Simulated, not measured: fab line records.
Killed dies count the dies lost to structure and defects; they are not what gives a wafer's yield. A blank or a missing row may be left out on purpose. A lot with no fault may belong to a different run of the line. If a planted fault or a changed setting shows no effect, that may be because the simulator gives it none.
Comparing a struck lot with a sound one :: flow n5Finfet :: 34 steps out of a route of 1938
Sound: these wafers, L916.1, L916.2, L916.3. Struck: wafer L911.3; the same lot's L911.2 was not struck, so it is left out; see the end for the cause.
For every step that has rows: the tool of each side, followed by ch and its chambers, followed by its first start. Under that, the readings that differ: sound wafers :: struck wafers :: difference of the means :: sigmas: that difference in standard deviations of wafers without a fault.
alike: same words and numbers on both sides, and readings whose means sit less than 2 such deviations apart. not compared: any withheld reading, any reading some wafer has no value for, any bound like >300 that may hide the same value, and any number with overlapping values for which the record gives no deviation.
A row with sigmas, a row that says differs or no value, or rows on one side alone: a step with any of these is where the two part. Numbers that don't overlap but have no deviation are shown without sigmas and don't part them. A reading that every wafer of one side lacks parts them only if that side has two wafers or more.

first, 8 steps without rows for these wafers: N5_BEOL_M5_CMP_52 (polishes, stops on SiCOH lowk, t overpolish 6.9 s, target thk 62 nm); N5_BEOL_M5_PRE_CLEAN_77 (time 15 s); N5_BEOL_M5_CO_CAP_78 (material Co, precursor CCTBA/H2, target thk 2 nm, time 102.1 s); N5_BEOL_M5_PRE_CLEAN_55 (time 15 s); N5_BEOL_M5_DEP_56 (deposits SiCN from 3MS/NH3, target thk 8 nm, time 14 s); N5_BEOL_M6_ILD_DEP_00 (deposits SiCOH lowk from DEMS/porogen, target thk 179.75 nm, time 33.4 s); N5_BEOL_M6_CURE_74 (cures SiCOH lowk, time 240 s); N5_BEOL_M6_PECVD_70 (deposits SiO2 from TEOS/O2, target thk 20 nm, time 22.7 s).
N5_BEOL_M6_HM_DEP_02: deposits TiN, target thk 20 nm.
  sound on pvdSputter-03, day 13 02:35; struck on pvdSputter-01, day 11 12:13
reading: model.TiN_of_BEOL_M6_HM_DEP_02.thkNm (nm)
sound: 19.4 19.4 19.6
struck: 10.8
difference: -8.7
sigmas: 
  alike: throttleValvePct
then, 13 steps without rows for these wafers: N5_BEOL_M6_COAT_59 (time 60 s, resist thk 100 nm); N5_BEOL_M6_COAT_60 (time 60 s, resist thk 35 nm); N5_BEOL_M6_COAT_05 (resist thk 90 nm); N5_BEOL_M6_EBR_07; N5_BEOL_M6_SOFTBAKE_06 (time 60 s); N5_BEOL_M6_EXPOSE_08 (exposes mask M6); N5_BEOL_M6_PEB_09 (peb time 60 s); N5_BEOL_M6_DEVELOP_10 (develop time 30 s); N5_BEOL_M6_DESCUM_16 (chemistry O2, time 7.9 s); N5_BEOL_M6_ETCH_61 (etches SiARC in CF4, target depth 45.5 nm, time 75.8 s); N5_BEOL_M6_ETCH_62 (etches SOC in N2/H2, target depth 110 nm, overetch 22 nm, time 165 s); N5_BEOL_M6_STRIP_68 (strips in N2/H2); N5_BEOL_M6_STRIP_67 (strips in CF4).
N5_BEOL_M6_HM_OPEN_17: chemistry Cl2/BCl3, target TiN, target depth 20 nm, overetch 6 nm.
  sound on rieMetal-03 ch 0,1, day 13 03:29; struck on rieMetal-01 ch 1, day 11 13:12
reading: model.etch.depthNm (nm)
sound: 19.38 19.5 19.52
struck: 10.79
difference: -8.68
sigmas: 
  alike: biasW, drypumpMotorCurrentA, oesProductAu, throttleValvePct
  not compared: rfHoursCounterH
then, 10 steps without rows for these wafers: N5_BEOL_M6_STRIP_19 (strips in O2); N5_BEOL_M6_COAT_63 (time 60 s, resist thk 60 nm); N5_BEOL_M6_COAT_64 (time 60 s, resist thk 12 nm); N5_BEOL_M6_COAT_71 (time 60 s, resist thk 5 nm); N5_BEOL_M6_COAT_22 (resist thk 30 nm); N5_BEOL_M6_EBR_24; N5_BEOL_M6_SOFTBAKE_23 (time 60 s); N5_BEOL_M6_EXPOSE_25 (exposes mask V5, target cd 40 nm); N5_BEOL_M6_PEB_26 (peb time 60 s); N5_BEOL_M6_DEVELOP_27 (develop time 30 s).
N5_BEOL_M6_TRENCH_ETCH_37: etches SiCOH lowk in C4F6/O2, target depth 94.435 nm, time 31.5 s.
  sound on rieDiel-02 ch 1,2,3; struck on rieDiel-05 ch 0
reading: rfHoursCounterH (h)
sound: 250 212 162
struck: 134
difference: -74
sigmas: 

reading: model.TiN_of_BEOL_M6_HM_DEP_02.thkNm (nm)
sound: 16.8 16.8 17
struck: 8.2
difference: -8.7
sigmas: 
  alike: biasW, drypumpMotorCurrentA, oesProductAu, rfVppV, showerheadPlenumPTorr, throttleValvePct

WHERE THEY PART
Nowhere in this record.

WHY: what had been put in by the simulator
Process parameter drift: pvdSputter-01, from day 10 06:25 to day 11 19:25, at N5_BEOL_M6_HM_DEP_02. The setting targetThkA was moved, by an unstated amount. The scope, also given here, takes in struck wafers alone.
